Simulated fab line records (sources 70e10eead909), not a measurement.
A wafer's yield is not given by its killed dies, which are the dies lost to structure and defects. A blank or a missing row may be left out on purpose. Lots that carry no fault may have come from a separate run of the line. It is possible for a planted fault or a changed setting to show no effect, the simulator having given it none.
Matching of chambers	flow nandHarc	rieDiel-07 running NHARC_P_M1_ETCH_35: 4 sister chambers
The step etches the open film in N2/H2, target depth 40 nm, overetch 12 nm, time 43.94 s. 8 wafers are shown with their chamber, then 7 later ones without.

## WAFERS, EACH WITH ITS CHAMBER
wafer	chamber	showerheadPlenumPTorr (Torr)	drypumpMotorCurrentA (A)
L412.1	0	2.19	6.1
L412.6	3	2.09	6.1
L413.1	0	2.18	6.2
L413.3	3	2.09	6.1
L423.3	2	1.90	5.8
L423.5	1	2.05	6.4
L425.1	2	1.90	5.7
L425.2	1	2.05	6.4

## WAFERS WITHOUT THEIR CHAMBER
wafer	showerheadPlenumPTorr (Torr)	drypumpMotorCurrentA (A)
L425.6	2.18	6.2
L426.1	2.05	6.4
L426.5	2.09	6.1
L426.6	2.18	6.1
L430.1	2.08	6.1
L430.4	2.18	6.1
L430.6	2.08	6.1

## WHICH CHAMBER EACH WENT THROUGH
wafer	from the rows above	in truth
L425.6	0	0
L426.1	1	1
L426.5	3	3
L426.6	0	0
L430.1	3	3
L430.4	0	0
L430.6	3	3
Correct placement for 7 of the 7. Not placeable from these rows: 0. Number placed wrongly: 0.
How it was worked out, from the rows above alone: a wafer's distance from a chamber is the root of the sum, over the readings, of the square of ((its reading less the chamber's mean) divided by the reading's scatter). The wafer belongs to the nearest chamber; if the next one is less than 2 further off, it can't be placed. The mean given for a chamber averages the wafers shown for that chamber. The scatter is the square root of a quotient: the sum, over the shown wafers, of each reading's squared deviation from its chamber's mean, divided by wafers minus chambers.
